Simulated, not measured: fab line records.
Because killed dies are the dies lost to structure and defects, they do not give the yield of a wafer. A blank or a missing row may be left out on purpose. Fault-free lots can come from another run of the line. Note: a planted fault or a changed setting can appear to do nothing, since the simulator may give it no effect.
fab line records | flow n5Finfet
record: lots: 6 wafers: 17 lastDay: 17
route steps=1938 shown BEOL_M15@1789 PASSIVATION@1936
lots with no fault: from the same line, run without faults
startH: hours from the record's first day to the start of the lot's first wafer shown | waitH: how many hours have passed since the lot's step before this one | " the same as in the row above | L1.1+2: a single row standing in for several wafers | - no value, or no start given | * or withheld: withheld | < > ~ a bound
route shown NAME@n: names a module that has steps shown in the file, with the first one's number in the route | usual: the fault-free wafers' mean and standard deviation | same: alike in all rows | chamber/n: place in a boat | sites: per-site readings | _std_site: the standard deviation of these | _edge_site: inner sites' mean taken away from outer sites' mean | radiusMm: how far each site lies from the wafer's centre | mask NAME#n: copy n | behind: the tool/chamber that last shaped the wafer | hold: why the lot was held/for how many hours/how that ended | device: the n, p or np transistor that did not switch | end of line: the tests these same wafers got at the end of their route | step lacking rows: just its recipe | killed: not the wafer's yield, but the dies lost to structure and defects at the first sort | map: a wafer's dies, x killed, . not, _ none there
set.NAME: the setting the step ran with; set.NAME@STEP: the setting that earlier step ran with | model.NAME: the simulator's own value behind a step, which no gauge read
certain route steps with their lots: each step a table, each wafer a row
services: from which hour (startH, from the record's first day; less than 0 if before it) a tool's chamber was out of use, for how many hours, and why
== steps ==
step: N5_BEOL_M15_STRIP_63
recipe: chemistry: O2 powerW: 600 tempC: 60 pressureMtorr: 30 rfFrequencyHz: 6e+07 biasPowerW: 0 overashFraction: 0.3 o2FlowSccm: 225
step: N5_BEOL_M15_STRIP_64
recipe: chemistry: O2 powerW: 600 tempC: 60 pressureMtorr: 30 rfFrequencyHz: 6e+07 biasPowerW: 0 overashFraction: 0.3 o2FlowSccm: 225
usual: drypumpMotorCurrentA: 5.5/0.49 o2FlowSccm: 225.0/0.79 oesProductAu: 0.81/0.097 rfVppV: 3.6/0.48 showerheadPlenumPTorr: 2.11/0.068 tempC: 60.00/0.12 throttleValvePct: 16.63/0.2
same: biasPowerW: 0
columns lot.wafer tool chamber startH waitH drypumpMotorCurrentA o2FlowSccm oesProductAu rfHoursCounterH rfVppV showerheadPlenumPTorr tempC throttleValvePct
L881.3 rieDiel-05 1 - - 5.1 225.4 0.70 235 4.2 2.15 60.01 16.62
L881.5 " 3 " " 5.5 225.5 0.73 - 3.9 2.00 59.94 16.86
L881.6 " 2 " " 6.4 225.7 0.67 - 3.0 1.99 60.08 17.10
L880.3 rieDiel-03 0 - - 5.5 225.0 0.78 127 3.7 2.11 59.77 16.66
L880.5 " 2 " " 4.8 225.1 0.92 - 4.5 2.14 59.77 16.53
L880.6 " 1 " " 5.4 225.6 0.79 - 3.1 2.10 59.80 16.56
L890.1 rieDiel-02 0 - - 5.9 223.6 0.86 67 3.5 2.21 60.08 16.19
L890.2 " 2 " " 5.2 224.8 0.74 198 4.4 2.09 59.89 16.90
L890.6 " 0 " " 5.9 225.9 0.87 - 3.0 2.21 60.12 16.19
L895.2 rieDiel-02 2 - - 5.2 224.7 0.74 208 3.3 2.08 59.99 16.92
L895.4 " 1 " " 5.4 225.0 0.83 76 2.5 2.13 60.19 16.51
L898.3 rieDiel-03 2 - - 4.8 225.0 0.84 69 2.7 2.13 59.94 16.64
L898.5 " 1 " " 5.4 224.9 0.75 - 3.4 2.09 59.95 16.62
L898.6 " 2 " " 4.8 224.0 0.84 - 3.6 2.13 60.05 16.63
L901.1 rieDiel-03 0 - - 5.5 224.9 0.75 162 4.1 2.10 59.95 16.71
L901.3 " 1 " " 5.4 225.2 0.74 174 3.3 2.08 60.10 16.64
L901.5 " 0 " " 5.5 224.7 0.75 - 3.2 2.10 60.05 16.72
step: N5_BEOL_M15_STRIP_65
recipe: chemistry: postEtchResidueRemover timeS: 60 tempC: 25 removerPh: withheld removerWaterWtPct: withheld removerFluorideWtPct: withheld
step: N5_BEOL_M15_SRD_66
recipe: timeS: 30 tempC: 23 rinseLiquid: diw dry: n2Spin spinRpm: 1500 dryTimeS: 30
step: N5_BEOL_M15_CD_MEAS_17
recipe: targetCdNm: 360 polarity: opening
usual: cdNm: 361.7/1.5
columns lot.wafer tool chamber startH waitH cdNm
L881.3 cdSem-03 - 260.41 0.0 361.6
L881.5 " - " " 363.6
L881.6 " - " " 363.1
L880.3 cdSem-02 - 269.86 0.0 363.0
L880.5 " - " " 363.7
L880.6 " - " " 363.5
L890.1 cdSem-02 - 319.15 0.0 360.9
L890.2 " - " " 362.3
L890.6 " - " " 361.4
L895.2 cdSem-01 - 356.91 0.0 360.4
L895.4 " - " " 361.9
L898.3 cdSem-02 - 372.65 0.0 363.3
L898.5 " - " " 361.5
L898.6 " - " " 363.1
L901.1 cdSem-02 - 380.03 0.0 361.3
L901.3 " - " " 361.0
L901.5 " - " " 359.3
step: N5_BEOL_M15_COAT_56
recipe: resist: SOC tempC: 250 timeS: 60 spinRpm: 1500 resistThkNm: 550
step: N5_BEOL_M15_ETCH_57
recipe: chemistry: N2/H2 target: SOC sourceW: 3000 biasW: 350 timeS: 750 ionEnergyEv: 200 pressureMtorr: 30 n2FlowSccm: 200 h2FlowSccm: 200
step: N5_BEOL_M15_COAT_60
recipe: resist: BARC tempC: 205 timeS: 60 spinRpm: 1500 resistThkNm: 89
step: N5_BEOL_M15_COAT_22
recipe: spinRpm: 1704 resistThkNm: 800
step: N5_BEOL_M15_EBR_24
recipe: solvent: PGMEA ebrWidthMm: 1.5
step: N5_BEOL_M15_SOFTBAKE_23
recipe: tempC: 130 timeS: 60
step: N5_BEOL_M15_EXPOSE_25
recipe: maskId: M15 na: 0.8 sourceShape: annular sigmaInner: 0.5 sigmaOuter: 0.8 polarization: unpolarized targetCdNm: 400 doseMj: 35.5
step: N5_BEOL_M15_PEB_26
recipe: pebTempC: 130 pebTimeS: 90
usual: heaterPowerTotalW: 172.5/0.76
columns lot.wafer tool chamber startH waitH heaterPowerTotalW
L881.3 lithoTrack-02 0 261.40 0.0 171.3
L881.5 " 0 " " 172.9
L881.6 " 0 " " 172.8
L880.3 lithoTrack-05 0 271.02 0.0 171.0
L880.5 " 0 " " 172.9
L880.6 " 0 " " 172.4
L890.1 lithoTrack-05 0 319.91 0.1 172.1
L890.2 " 0 " " 172.2
L890.6 " 0 " " 173.9
L895.2 lithoTrack-05 0 357.84 0.0 171.9
L895.4 " 0 " " 173.8
L898.3 lithoTrack-05 0 374.29 0.0 172.7
L898.5 " 0 " " 172.4
L898.6 " 0 " " 173.0
L901.1 lithoTrack-02 0 380.79 0.1 170.8
L901.3 " 0 " " 174.0
L901.5 " 0 " " 173.4
step: N5_BEOL_M15_DEVELOP_27
recipe: developTimeS: 45 rinseLiquid: diw dry: airSpin devTempC: 21
step: N5_BEOL_M15_HARDBAKE_32
recipe: tempC: 130 timeS: 120
step: N5_BEOL_M15_CD_MEAS_28
recipe: targetCdNm: 407.6 landingEnergyEv: 500 detector: seInlens
usual: cdNm: 408.1/1.6
columns lot.wafer tool chamber startH waitH cdNm
L881.3 cdSem-01 0 261.52 - 410.5
L881.5 " 0 " " 410.6
L881.6 " 0 " " 410.9
L880.3 cdSem-02 0 271.14 - 410.0
L880.5 " 0 " " 410.2
L880.6 " 0 " " 411.2
L890.1 cdSem-02 0 320.02 - 405.5
L890.2 " 0 " " 406.9
L890.6 " 0 " " 408.7
L895.2 cdSem-02 0 357.95 - 415.7
L895.4 " 0 " " 407.2
L898.3 cdSem-02 0 374.40 - 416.4
L898.5 " 0 " " 409.4
L898.6 " 0 " " 407.3
L901.1 cdSem-03 0 380.90 - 409.4
L901.3 " 0 " " 408.5
L901.5 " 0 " " 407.7
step: N5_BEOL_M15_OVL_MEAS_29
recipe: pointsPerWafer: 44
usual: M15_OVL: -1/5.7
columns lot.wafer tool chamber startH waitH M15_OVL[nm]
L881.3 overlay-01 0 261.55 0.0 -9
L881.5 " 0 " " -3
L881.6 " 0 " " -11
L880.3 overlay-01 0 271.17 0.0 5
L880.5 " 0 " " 8
L880.6 " 0 " " 7
L890.1 overlay-02 0 320.05 0.0 -2
L890.2 " 0 " " -1
L890.6 " 0 " " -8
L895.2 overlay-02 0 357.98 0.0 3
L895.4 " 0 " " -5
L898.3 overlay-01 0 374.43 0.0 -3
L898.5 " 0 " " -10
L898.6 " 0 " " -5
L901.1 overlay-01 0 380.93 0.0 -5
L901.3 " 0 " " -18
L901.5 " 0 " " -13
step: N5_BEOL_M15_INSPECT_30
recipe: mode: adi inspectInstrument: macro
usual: rawDefectCount: 2.1/1.3
columns lot.wafer tool chamber startH waitH rawDefectCount
L881.3 defectInspect-02 - 261.57 0.0 2
L881.5 " - " " 4
L881.6 " - " " 2
L880.3 defectInspect-01 - 271.19 0.0 2
L880.5 " - " " 2
L880.6 " - " " 2
L890.1 defectInspect-02 - 320.07 0.0 3
L890.2 " - " " 2
L890.6 " - " " 3
L895.2 defectInspect-02 - 358.01 0.0 3
L895.4 " - " " 2
L898.3 defectInspect-02 - 374.46 0.0 1
L898.5 " - " " 2
L898.6 " - " " 3
L901.1 defectInspect-01 - 380.96 0.0 3
L901.3 " - " " 3
L901.5 " - " " 1
step: N5_BEOL_M15_DESCUM_33
recipe: chemistry: O2 timeS: 7.9 sourcePowerW: 50 biasPowerW: 20 pressureMtorr: 20 rfFrequencyHz: 2.712e+07 tempC: 40 o2FlowSccm: 225
usual: biasPowerW: 20.01/0.062 drypumpMotorCurrentA: 5.6/0.48 o2FlowSccm: 225.0/0.76 oesProductAu: 0.80/0.098 rfVppV: 243.2/1.3 showerheadPlenumPTorr: 2.10/0.069 tempC: 39.98/0.13 throttleValvePct: 20.42/0.18
same: timeS: 7.9
columns lot.wafer tool chamber startH waitH biasPowerW drypumpMotorCurrentA o2FlowSccm oesProductAu rfHoursCounterH rfVppV showerheadPlenumPTorr tempC throttleValvePct model.BEOL_M15.cdNm
L881.3 rieDiel-03 0 261.96 0.4 19.99 5.5 224.9 0.78 124 243.5 2.11 39.93 20.43 411.2
L881.5 " 0 " " 20.12 5.5 224.8 0.78 - 242.9 2.11 40.01 20.43 410.8
L881.6 " 3 " " 19.97 5.3 225.7 0.68 - 243.3 2.06 40.00 20.42 410.8
L880.3 rieDiel-05 3 272.06 0.9 20.00 5.5 225.0 0.72 - 241.4 1.99 39.96 20.61 410
L880.5 " 0 " " 19.89 6.5 224.0 0.98 - 242.7 2.06 40.01 20.44 410.2
L880.6 " 3 " " 20.00 5.5 225.2 0.73 - 241.3 1.99 39.80 20.61 410.8
L890.1 rieDiel-03 2 320.29 0.2 19.96 4.8 223.6 0.85 51 243.7 2.13 39.89 20.37 405.6
L890.2 " 1 " " 19.97 5.5 223.9 0.76 154 244.5 2.09 39.93 20.32 407
L890.6 " 1 " " 19.91 5.4 224.4 0.76 - 242.7 2.09 39.80 20.32 408.8
L895.2 rieDiel-05 1 358.47 0.5 20.06 5.0 225.9 0.99 7 243.1 2.13 40.01 19.96 415.6
L895.4 " 3 " " 19.99 5.5 225.0 0.70 230 241.7 1.98 39.66 20.65 407.6
L898.3 rieDiel-02 2 374.49 0.0 19.94 5.2 223.7 0.73 213 244.0 2.08 40.04 20.67 416
L898.5 " 0 " " 19.98 5.9 224.6 0.85 - 244.9 2.20 39.97 19.96 409.2
L898.6 " 1 " " 20.03 5.4 224.9 0.81 - 242.4 2.13 40.06 20.31 407.6
L901.1 rieDiel-03 3 381.46 0.5 20.01 5.3 225.9 0.95 7 242.5 2.05 40.01 20.11 408.8
L901.3 " 1 " " 19.93 5.4 225.1 0.74 175 243.1 2.08 39.92 20.32 408.6
L901.5 " 2 " " 20.01 4.8 226.0 0.84 - 242.6 2.12 39.98 20.41 407.8
step: N5_BEOL_M15_ETCH_61
recipe: chemistry: N2/H2 target: BARC targetDepthA: 890 overetchA: 267 timeS: 67.9 ionEnergyEv: 200 pressureMtorr: 30 sourceW: 840 biasW: 150 n2FlowSccm: 200 h2FlowSccm: 200
usual: drypumpMotorCurrentA: 5.6/0.48 oesProductAu: 0.68/0.078 rfVppV: 524.0/2.5 showerheadPlenumPTorr: 2.55/0.08 throttleValvePct: 17.84/0.19
same: timeS: 67.9
columns lot.wafer tool chamber startH waitH drypumpMotorCurrentA oesProductAu rfHoursCounterH rfVppV showerheadPlenumPTorr throttleValvePct
L881.3 rieDiel-03 0 262.00 0.0 5.6 0.66 124 524.0 2.56 17.86
L881.5 " 0 " " 5.5 0.67 - 524.5 2.56 17.89
L881.6 " 3 " " 5.3 0.59 - 522.8 2.51 17.91
L880.3 rieDiel-05 3 272.12 0.0 5.5 0.62 - 521.5 2.42 18.07
L880.5 " 0 " " 6.5 0.82 - 522.7 2.50 17.83
L880.6 " 3 " " 5.5 0.61 - 522.2 2.42 18.07
L890.1 rieDiel-03 2 320.32 0.0 4.8 0.74 51 524.8 2.59 17.82
L890.2 " 1 " " 5.5 0.66 154 525.2 2.53 17.70
L890.6 " 1 " " 5.5 0.65 - 525.3 2.53 17.72
L895.2 rieDiel-05 1 358.50 0.0 5.0 0.83 7 526.9 2.60 17.48
L895.4 " 3 " " 5.5 0.60 230 519.0 2.41 18.12
L898.3 rieDiel-02 2 374.52 0.0 5.2 0.62 213 523.7 2.52 18.14
L898.5 " 0 " " 5.9 0.72 - 527.8 2.67 17.28
L898.6 " 1 " " 5.4 0.69 - 526.1 2.57 17.67
L901.1 rieDiel-03 3 381.49 0.0 5.4 0.82 7 523.2 2.49 17.53
L901.3 " 1 " " 5.4 0.64 175 523.3 2.53 17.76
L901.5 " 2 " " 4.8 0.72 - 524.7 2.58 17.82
step: N5_BEOL_M15_TRENCH_ETCH_34
recipe: chemistry: C4F8/O2/Ar target: SiO2 targetDepthA: 8729.3 heInnerTorr: 15 heOuterTorr: 30 timeS: 199 ionEnergyEv: 800 pressureMtorr: 20 sourceW: 1905 biasW: 2040 Ar_flow_sccm: 400 C4F8_flow_sccm: 16 O2_flow_sccm: 12
usual: drypumpMotorCurrentA: 5.6/0.48 oesProductAu: 0.80/0.098 rfVppV: 2213/33 showerheadPlenumPTorr: 3.45/0.099 throttleValvePct: 30.89/0.19
same: timeS: 199
columns lot.wafer tool chamber startH waitH drypumpMotorCurrentA oesProductAu rfHoursCounterH rfVppV showerheadPlenumPTorr throttleValvePct
L881.3 rieDiel-03 0 262.05 0.0 5.6 0.77 124 2190 3.43 30.71
L881.5 " 0 " " 5.6 0.78 - 2191 3.43 30.72
L881.6 " 3 " " 5.3 0.69 - 2215 3.41 30.99
L880.3 rieDiel-05 3 272.25 0.1 5.5 0.73 - 2175 3.29 31.13
L880.5 " 0 " " 6.5 0.98 - 2227 3.39 31.05
L880.6 " 3 " " 5.5 0.72 - 2172 3.29 31.13
L890.1 rieDiel-03 2 320.38 0.0 4.8 0.87 51 2191 3.50 30.94
L890.2 " 1 " " 5.5 0.77 154 2207 3.45 30.86
L890.6 " 1 " " 5.5 0.76 - 2209 3.45 30.85
L895.2 rieDiel-05 1 358.55 0.0 5.0 0.99 7 2202 3.51 30.54
L895.4 " 3 " " 5.5 0.69 230 2173 3.28 31.15
L898.3 rieDiel-02 2 374.58 0.0 5.2 0.72 213 2171 3.39 30.98
L898.5 " 0 " " 5.9 0.84 - 2256 3.60 30.40
L898.6 " 1 " " 5.4 0.81 - 2247 3.46 30.65
L901.1 rieDiel-03 3 381.54 0.0 5.3 0.97 7 2214 3.39 30.81
L901.3 " 1 " " 5.5 0.74 175 2207 3.44 30.89
L901.5 " 2 " " 4.8 0.84 - 2190 3.49 30.95
step: N5_BEOL_M15_STRIP_36
recipe: chemistry: O2 powerW: 600 tempC: 60 pressureMtorr: 30 rfFrequencyHz: 6e+07 biasPowerW: 0 overashFraction: 0.3 o2FlowSccm: 225
step: N5_BEOL_M15_STRIP_62
recipe: chemistry: O2 powerW: 600 tempC: 60 pressureMtorr: 30 rfFrequencyHz: 6e+07 biasPowerW: 0 overashFraction: 0.3 o2FlowSccm: 225
usual: drypumpMotorCurrentA: 5.6/0.47 o2FlowSccm: 225.0/0.66 oesProductAu: 0.80/0.093 rfVppV: 3.6/0.52 showerheadPlenumPTorr: 2.11/0.071 tempC: 60.00/0.13 throttleValvePct: 16.65/0.22
same: biasPowerW: 0
columns lot.wafer tool chamber startH waitH drypumpMotorCurrentA o2FlowSccm oesProductAu rfHoursCounterH rfVppV showerheadPlenumPTorr tempC throttleValvePct
L881.3 rieDiel-03 3 - - 5.3 225.5 0.68 225 4.5 2.06 59.91 16.72
L881.5 " 1 " " 5.5 225.5 0.78 - 4.2 2.10 60.07 16.56
L881.6 " 0 " " 5.5 224.9 0.79 - 4.5 2.11 59.89 16.65
L880.3 rieDiel-03 0 - - 5.5 224.9 0.78 129 4.2 2.11 59.96 16.67
L880.5 " 2 " " 4.8 224.9 0.90 - 3.1 2.14 59.89 16.55
L880.6 " 1 " " 5.4 224.8 0.79 - 5.0 2.10 60.31 16.57
L890.1 rieDiel-03 3 - - 5.3 225.5 0.67 242 3.9 2.06 59.95 16.74
L890.2 " 2 " " 4.8 224.1 0.86 51 2.7 2.13 60.22 16.59
L890.6 " 2 " " 4.9 225.1 0.86 - 3.8 2.13 60.10 16.61
L895.2 rieDiel-05 2 - - 6.4 225.5 0.91 20 3.1 2.24 60.23 16.64
L895.4 " 3 " " 5.5 224.8 0.69 230 3.9 1.98 59.77 16.91
L898.3 rieDiel-05 3 - - 5.5 225.7 0.69 236 3.7 1.98 60.08 16.92
L898.5 " 2 " " 6.3 225.3 0.89 - 4.2 2.24 59.75 16.67
L898.6 " 3 " " 5.5 226.0 0.69 - 3.5 1.98 59.95 16.92
L901.1 rieDiel-03 3 - - 5.4 224.6 0.95 8 3.8 2.05 60.07 16.29
L901.3 " 1 " " 5.5 225.2 0.74 176 3.9 2.08 59.82 16.63
L901.5 " 0 " " 5.5 224.6 0.75 - 3.2 2.10 60.05 16.71
step: N5_BEOL_M15_STRIP_37
recipe: chemistry: O2 powerW: 600 tempC: 60 pressureMtorr: 30 rfFrequencyHz: 6e+07 biasPowerW: 0 overashFraction: 0.3 o2FlowSccm: 225
usual: drypumpMotorCurrentA: 5.6/0.47 o2FlowSccm: 224.9/0.7 oesProductAu: 0.80/0.094 rfVppV: 3.8/0.65 showerheadPlenumPTorr: 2.11/0.071 tempC: 60.01/0.13 throttleValvePct: 16.65/0.22
same: biasPowerW: 0
columns lot.wafer tool chamber startH waitH drypumpMotorCurrentA o2FlowSccm oesProductAu rfHoursCounterH rfVppV showerheadPlenumPTorr tempC throttleValvePct
L881.3 rieDiel-03 3 - - 5.4 223.9 0.68 225 2.8 2.06 59.93 16.72
L881.5 " 1 " " 5.4 224.9 0.78 - 4.7 2.10 59.82 16.56
L881.6 " 0 " " 5.5 224.5 0.77 - 3.9 2.11 60.11 16.67
L880.3 rieDiel-03 0 - - 5.5 226.2 0.79 129 2.6 2.11 59.92 16.65
L880.5 " 2 " " 4.8 224.7 0.91 - 3.7 2.14 60.16 16.55
L880.6 " 1 " " 5.5 224.7 0.79 - 3.5 2.10 60.19 16.55
L890.1 rieDiel-03 3 - - 5.3 223.1 0.66 242 5.1 2.06 60.11 16.73
L890.2 " 2 " " 4.9 224.7 0.87 51 4.3 2.13 60.09 16.59
L890.6 " 2 " " 4.8 224.5 0.87 - 3.5 2.13 59.90 16.59
L895.2 rieDiel-05 2 - - 6.3 225.1 0.92 20 3.5 2.24 59.96 16.67
L895.4 " 3 " " 5.5 225.6 0.69 230 4.7 1.98 59.96 16.90
L898.3 rieDiel-05 3 - - 5.5 224.3 0.70 236 2.9 1.98 60.12 16.93
L898.5 " 2 " " 6.3 223.8 0.90 - 4.1 2.24 59.97 16.68
L898.6 " 3 " " 5.5 224.9 0.70 - 4.1 1.98 60.16 16.93
L901.1 rieDiel-03 3 - - 5.4 224.5 0.97 8 3.6 2.05 60.15 16.31
L901.3 " 1 " " 5.4 225.1 0.76 176 4.0 2.08 60.12 16.65
L901.5 " 0 " " 5.5 224.5 0.75 - 3.9 2.10 60.18 16.74
step: N5_BEOL_M15_ETCH_38
recipe: chemistry: CF4/N2 target: SiCN targetDepthA: 1064 taperDeg: 2 timeS: 120.5 ionEnergyEv: 150 maskMaterial: SiO2 pressureMtorr: 40 sourceW: 430 biasW: 70 Ar_flow_sccm: 100 cf4FlowSccm: 60 n2FlowSccm: 60
usual: drypumpMotorCurrentA: 5.6/0.47 oesProductAu: 0.80/0.092 rfVppV: 382.5/1.9 showerheadPlenumPTorr: 2.22/0.069 throttleValvePct: 15.41/0.22
same: timeS: 120.5
columns lot.wafer tool chamber startH waitH drypumpMotorCurrentA oesProductAu rfHoursCounterH rfVppV showerheadPlenumPTorr throttleValvePct model.BEOL_M15.cdNm
L881.3 rieDiel-03 3 - - 5.4 0.68 225 382.0 2.18 15.55 402.8
L881.5 " 1 " " 5.4 0.79 - 383.0 2.21 15.36 402.6
L881.6 " 0 " " 5.5 0.78 - 383.1 2.21 15.37 402.2
L880.3 rieDiel-03 0 - - 5.5 0.78 129 382.3 2.21 15.36 401.8
L880.5 " 2 " " 4.9 0.90 - 382.6 2.25 15.32 402.6
L880.6 " 1 " " 5.4 0.78 - 382.7 2.21 15.34 403
L890.1 rieDiel-03 3 - - 5.3 0.66 242 383.0 2.18 15.57 398.8
L890.2 " 2 " " 4.8 0.87 52 384.0 2.25 15.36 398.8
L890.6 " 2 " " 4.8 0.88 - 382.7 2.25 15.35 400
L895.2 rieDiel-05 2 - - 6.4 0.90 20 385.8 2.34 15.35 408.2
L895.4 " 3 " " 5.5 0.70 230 378.7 2.10 15.71 400.4
L898.3 rieDiel-05 3 - - 5.5 0.70 236 378.7 2.09 15.73 407.4
L898.5 " 2 " " 6.4 0.90 - 385.4 2.34 15.35 401.4
L898.6 " 3 " " 5.5 0.70 - 377.6 2.09 15.74 399.4
L901.1 rieDiel-03 3 - - 5.3 0.96 8 380.4 2.17 15.11 401.2
L901.3 " 1 " " 5.4 0.75 176 382.6 2.20 15.43 401.8
L901.5 " 0 " " 5.5 0.75 - 381.4 2.20 15.42 401
step: N5_BEOL_M15_PRECLEAN_39
recipe: chemistry: residueRemover timeS: 60 tempC: 40
step: N5_PASSIVATION_PROBE_49
usual: defectLimitedYield: 91.5/1.4 killed_at_M0_to_M3: 33/10 killed_at_M4_up: 13/5 killedAtContacts: 13/5.6 killedAtFrontEnd: 38/12 killedAtOther: 3.9/2.7 killedDies: 100/16 killedOpen: 66/13 killedShort: 32/7.2 sort_bin_5_function: 5.0/0.97 sort_bin_6_memory: 3.2/0.61 sortNPass: 1080/16 sortYieldPct: 91.5/1.4
same: grossDies: 1180 killedAtBackSide: 0 sort_bin_4_leakage[%]: 0 sort_bin_8_speed[%]: 0
columns lot.wafer tool chamber startH waitH defectLimitedYield[%] killed_at_M0_to_M3 killed_at_M4_up killedAtContacts killedAtFrontEnd killedAtOther killedDies killedOpen killedShort sort_bin_5_function[%] sort_bin_6_memory[%] sortNPass sortYieldPct[%]
L890.1 prober-02 - 336.29 0.0 92.8 26 15 9 30 5 85 53 29 3.9 3.1 1095 92.8
L890.2 prober-02 - 336.34 0.1 93.7 29 5 10 22 8 74 46 28 4.2 2.1 1106 93.7
L890.6 prober-02 - 336.54 0.3 92.7 36 7 17 24 2 86 61 23 4.7 2.4 1094 92.7
L895.4 prober-02 - 378.08 0.2 90.4 25 15 10 59 4 113 60 48 5.8 3.1 1067 90.4
L898.3 prober-02 - 392.48 0.1 89.8 42 19 10 46 3 120 78 39 6.0 3.8 1060 89.8
L898.5 prober-02 - 392.58 0.2 91.3 32 16 16 34 5 103 68 35 5.3 3.2 1077 91.3
L898.6 prober-02 - 392.63 0.3 91.7 38 5 17 34 4 98 65 32 5.2 3.0 1082 91.7
killed by level:class
L890.1 BEOL_M2:geometricParticle:open=9 BEOL_M4:geometricParticle:open=8 STI_FIN_REVEAL:geometricParticle:open=7 MOL_CONTACT_COAG:geometricParticle:open=7 SPACER0:geometricParticle:short=6 BEOL_M0_SAQP:geometricParticle:short=6 BEOL_M0_SAQP:geometricParticle:open=4 GATE_CUT:geometricParticle:open=3
L890.2 BEOL_M1:geometricParticle:open=8 MOL_CONTACT_COAG:geometricParticle:open=6 BEOL_M0_SAQP:geometricParticle:open=5 GATE_CUT:geometricParticle:open=4 MOL_CONTACT_COAG:geometricParticle:short=4 FIN_SAQP:geometricParticle:short=3 BEOL_M0_SAQP:geometricParticle:short=3 BEOL_M1:geometricParticle:short=3
L890.6 MOL_CONTACT_COAG:geometricParticle:open=14 BEOL_M0_SAQP:geometricParticle:open=8 BEOL_M2:geometricParticle:open=8 FIN_SAQP:geometricParticle:open=6 BEOL_M0_SAQP:geometricParticle:short=6 DUMMY_GATE:geometricParticle:open=4 BEOL_M3:geometricParticle:open=4 MOL_CONTACT_COAG:geometricParticle:short=3
L895.4 FIN_SAQP:geometricParticle:open=14 BEOL_M0_SAQP:geometricParticle:short=8 FIN_SAQP:geometricParticle:short=7 DUMMY_GATE:geometricParticle:open=7 GATE_CUT:geometricParticle:short=6 BEOL_M0_SAQP:geometricParticle:open=6 MOL_CONTACT_COAG:geometricParticle:open=6 DUMMY_GATE:geometricParticle:short=5
L898.3 BEOL_M1:geometricParticle:open=11 STI_FIN_REVEAL:geometricParticle:open=10 BEOL_M0_SAQP:geometricParticle:open=10 FIN_SAQP:geometricParticle:short=9 MOL_CONTACT_COAG:geometricParticle:open=9 BEOL_M4:geometricParticle:open=8 BEOL_M0_SAQP:geometricParticle:short=7 FIN_SAQP:geometricParticle:open=5
L898.5 BEOL_M4:geometricParticle:open=11 MOL_CONTACT_COAG:geometricParticle:open=10 FIN_SAQP:geometricParticle:open=9 STI_FIN_REVEAL:geometricParticle:open=9 BEOL_M0_SAQP:geometricParticle:open=7 BEOL_M1:geometricParticle:open=7 MOL_CONTACT_COAG:geometricParticle:short=6 BEOL_M0_SAQP:geometricParticle:short=5
L898.6 MOL_CONTACT_COAG:geometricParticle:open=12 BEOL_M0_SAQP:geometricParticle:open=12 BEOL_M1:geometricParticle:open=11 FIN_SAQP:geometricParticle:open=10 FIN_SAQP:geometricParticle:short=10 STI_FIN_REVEAL:geometricParticle:open=5 MOL_CONTACT_COAG:geometricParticle:short=5 BEOL_M0_SAQP:geometricParticle:short=5
== services ==
columns tool chamber startH hours kind
rieDiel-05 0 241.21 - clean
rieDiel-05 0 241.21 - consumableReplace:focusRing
rieDiel-05 0 241.21 16.2 scheduledDown
rieDiel-05 0 241.21 16.2 ventCycle
rieDiel-02 - 243.38 28.1 pm
rieDiel-05 - 253.86 0.2 repair
rieDiel-05 2 270.57 - clean
rieDiel-05 2 270.57 - consumableReplace:focusRing
rieDiel-05 2 270.57 - consumableReplace:showerhead
rieDiel-05 2 270.57 31.4 scheduledDown
rieDiel-05 2 270.57 31.4 ventCycle
rieDiel-02 3 290.29 7.6 repair
rieDiel-02 1 297.44 11.5 repair
rieDiel-03 0 312.23 12.7 repair
rieDiel-05 1 313.46 - clean
rieDiel-05 1 313.46 - consumableReplace:focusRing
rieDiel-05 1 313.46 15.3 scheduledDown
rieDiel-05 1 313.46 15.3 ventCycle
rieDiel-03 3 348.85 - clean
rieDiel-03 3 348.85 - consumableReplace:focusRing
rieDiel-03 3 348.85 13.8 scheduledDown
rieDiel-03 3 348.85 13.8 ventCycle
rieDiel-05 1 367.43 4.6 repair
== key ==
firstSign: step: N5_BEOL_M15_CD_MEAS_28 reading: cdNm direction: up sigmas: 5.2 usual: 408.1 struck: 416.1
effect none on later readings
modelEffect: step: N5_BEOL_M15_DESCUM_33 value: BEOL_M15.cdNm without: 407.1 struck: 415.8
modelEffect: step: N5_BEOL_M15_ETCH_38 value: BEOL_M15.cdNm without: 399.2 struck: 407.8
metAt N5_BEOL_M15_PEB_26
struckWafers L895.2,L898.3
onsetBetween 319.91 357.84
fault: kind: processParameterDrift tool: lithoTrack-05 chamber: - onsetH: 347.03 steps: N5_BEOL_M15_PEB_26 channel: pebTimeS offset: * shape: step endH: 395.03 scope: struckWafersOnly actsIn: * stated: *
